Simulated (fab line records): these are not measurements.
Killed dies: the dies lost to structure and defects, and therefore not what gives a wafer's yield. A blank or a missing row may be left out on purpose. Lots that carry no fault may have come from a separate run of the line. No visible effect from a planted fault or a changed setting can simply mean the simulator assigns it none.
A struck lot beside a sound one ; flow n5_finfet ; 29 out of 1938 route steps
Sound: wafers L627.3, L627.5, L627.6. Struck: wafer L613.1 (left out: L613.4, L613.5 of the same lot, which were not struck); the cause appears at the end.
Each step with rows lists, per side, the tool, then ch with its chambers, then its first start. Under that, the readings that differ: sound wafers ; struck wafers ; difference of the means ; sigmas: that difference in standard deviations of wafers without a fault.
alike: readings with means less than 2 such deviations apart, plus words and numbers identical on both sides. not compared: withheld readings, readings lacking a value on some wafer, bounds such as >300 that could conceal the same value, and numbers that have no deviation in the record and whose values overlap.
Wherever a step has rows on one side only, a row that says differs or no value, or a row with sigmas, the two part there. When numbers do not overlap yet have no deviation, they are printed without sigmas and do not part them. Lack of a reading on every wafer of one side parts them only where that side has two or more wafers.

first, 2 steps without rows for these wafers: N5_ZERO_LAYER_PRECLEAN_00 (cleans in SPM, time 600 s); N5_ZERO_LAYER_SRD_01 (time 30 s, dry time 30 s).
N5_ZERO_LAYER_PECVD_02: deposits SiO2 from SiH4/N2O, target thk 10 nm, time 6 s.
  sound on pecvd-02 ch 0,1, day 6 00:17; struck on pecvd-02 ch 0, day 2 12:17
reading;sound;struck;difference;sigmas
showerhead_plenum_p_Torr (Torr);8.38 7.85 8.37;7.84;-0.36;-2
model.SiO2_of_ZERO_LAYER_PECVD_02.thk_nm (nm);9.864 10.04 10.18;4.37;-5.66;
  alike: heater_power_w
then, 24 steps without rows for these wafers: N5_ZERO_LAYER_HMDS_04 (time 60 s); N5_ZERO_LAYER_COAT_05 (resist thk 1000 nm); N5_ZERO_LAYER_EBR_07; N5_ZERO_LAYER_SOFTBAKE_06 (time 90 s); N5_ZERO_LAYER_EXPOSE_08 (exposes mask ZERO, defocus 0 nm, target cd 2000 nm); N5_ZERO_LAYER_PEB_09; N5_ZERO_LAYER_DEVELOP_10 (develop time 60 s); N5_ZERO_LAYER_HARDBAKE_23 (time 120 s); N5_ZERO_LAYER_DESCUM_16 (chemistry O2, time 7.9 s); N5_ZERO_LAYER_ETCH_17 (etches SiO2 in CF4, target depth 12 nm, time 13.3 s); N5_ZERO_LAYER_ETCH_18 (etches Si in HBr/Cl2, target depth 120 nm, time 40 s); N5_ZERO_LAYER_STRIP_24 (strips in O2); N5_ZERO_LAYER_STRIP_19 (strips in SPM, time 900 s); N5_WELL_APT_HMDS_01 (time 60 s); N5_WELL_APT_COAT_02 (resist thk 950 nm); N5_WELL_APT_EBR_04; N5_WELL_APT_SOFTBAKE_03 (time 60 s); N5_WELL_APT_EXPOSE_05 (exposes mask NWELL, defocus 0 nm, target cd 200 nm); N5_WELL_APT_PEB_06 (peb time 90 s); N5_WELL_APT_DEVELOP_07 (develop time 45 s); N5_WELL_APT_HARDBAKE_12 (time 120 s); N5_WELL_APT_DESCUM_13 (chemistry O2, time 7.9 s); N5_WELL_APT_IMPLANT_14; N5_WELL_APT_IMPLANT_15.
-- the record jumps here: 8 days lie between the struck wafers' starts before and after (it left off in module WELL_APT and takes up again in module BEOL_M4, whose first step shown is number 1111 of the route) --
N5_BEOL_M4_RC_MEAS_101:
  sound on prober-02 ch 0, day 15 03:44; struck on prober-02 ch 0, day 10 23:32
reading;sound;struck;difference;sigmas
CJ_N;4.34 4.46 4.32;3.83;-0.54;-6
RS_PWELL (ohm/sq);3019 3015 3000;2961;-50;-2
SS_P (mV/dec);73.2 74.1 73.1;72.2;-1.3;-2
  alike: DIBL_N, DIBL_P, IOFF_N, IOFF_P, ION_N, ION_P, SS_N, VT_N, VT_P
-- a jump in the record: the struck wafers' starts before and after are 4 days apart (it breaks off in module BEOL_M4 and resumes in module PASSIVATION, where the first step shown is number 1936 of the route) --
N5_PASSIVATION_PROBE_49:
  sound: prober-02 at day 20 05:35; struck: prober-02 at day 15 05:34
reading;sound;struck;difference;sigmas
defect_limited_yield (%);90.0 90.5 89.4;94.6;+4.6;+3
killed_at_M0_to_M3;49 37 65;25;-25;-2
killed_at_front_end;45 47 34;18;-24;-2
killed_dies;118 112 125;64;-54;-3
killed_on_rim;15 10 18;7;-7;-2
killed_open;67 72 84;44;-30;-3
killed_short;45 40 39;18;-23;-3
sort_bin_5_function (%);5.2 5.3 6.4;3.5;-2.1;-2
sort_bin_6_memory (%);4.1 3.8 3.9;1.7;-2.2;-3
sort_n_pass;1062 1068 1055;1116;+54;+3
sort_yield_pct (%);90.0 90.5 89.4;94.6;+4.6;+3
  alike: killed_at_M4_up, killed_at_contacts, killed_at_other

WHERE THEY PART
Last at N5_PASSIVATION_PROBE_49 as far as this record goes, first at N5_ZERO_LAYER_PECVD_02.

WHY: the cause the simulator had injected
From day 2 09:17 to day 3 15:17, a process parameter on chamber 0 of pecvd-02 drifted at N5_ZERO_LAYER_PECVD_02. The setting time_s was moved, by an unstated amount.
